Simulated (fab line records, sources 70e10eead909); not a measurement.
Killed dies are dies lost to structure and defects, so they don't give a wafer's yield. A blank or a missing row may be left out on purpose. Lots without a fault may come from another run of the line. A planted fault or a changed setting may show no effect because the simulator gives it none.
Chamber matching | flow nand_harc | NHARC_A_SGD_CUT_PRECLEAN_18 on wet_bench-07: 8 sister chambers
The step cleans in SC1. 15 wafers are shown with their chamber, then 8 later ones without.

WAFERS WITH THEIR CHAMBER
wafer  | chamber | bath_guard_temp_C (C) | diw_flow_mL_min
L835.1 | 1       | 49.5                  | 1424
L835.2 | 7       | 50.4                  | 1413
L836.2 | 5       | 50.8                  | 1412
L836.5 | 3       | 49.4                  | 1414
L836.6 | 4       | 49.9                  | 1420
L841.2 | 0       | 49.3                  | 1418
L841.3 | 2       | 50.1                  | 1421
L841.4 | 4       | 49.8                  | 1418
L842.2 | 2       | 50.2                  | 1414
L842.5 | 1       | 49.5                  | 1413
L842.6 | 7       | 50.0                  | 1416
L844.1 | 0       | 49.4                  | 1420
L844.3 | 3       | 49.4                  | 1416
L844.6 | 5       | 50.9                  | 1417
L847.3 | 6       | 50.1                  | 1416

WAFERS WITHOUT THEIR CHAMBER
wafer  | bath_guard_temp_C (C) | diw_flow_mL_min
L847.5 | 49.3                  | 1420
L847.6 | 51.0                  | 1416
L854.4 | 50.8                  | 1416
L854.5 | 50.1                  | 1416
L854.6 | 49.4                  | 1420
L856.2 | 49.0                  | 1411
L856.3 | 50.4                  | 1414
L856.5 | 50.2                  | 1419

WHICH CHAMBER EACH WENT THROUGH
wafer  | from the rows above          | in truth
L847.5 | can't be placed: 0 or 3 or 1 | 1
L847.6 | 5                            | 5
L854.4 | 5                            | 5
L854.5 | can't be placed: 6 or 2 or 7 | 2
L854.6 | can't be placed: 0 or 1 or 3 | 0
L856.2 | can't be placed: 3 or 0 or 1 | 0
L856.3 | can't be placed: 7 or 2 or 6 | 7
L856.5 | can't be placed: 2 or 6 or 7 | 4
Placed correctly: 2 of 8. Can't be placed from these rows: 6 (the true chamber is among the candidates in 5). Placed wrongly: 0.
How it was worked out, from the rows above alone: a wafer's distance from a chamber is the root of the sum, over the readings, of the square of ((its reading less the chamber's mean) divided by the reading's scatter). The wafer belongs to the nearest chamber; if the next one is less than 2 further off, it can't be placed. A chamber's mean is the mean of its shown wafers. The scatter: the root of (the sum of the squares of (reading less its chamber's mean) over the shown wafers, divided by (wafers less chambers)).
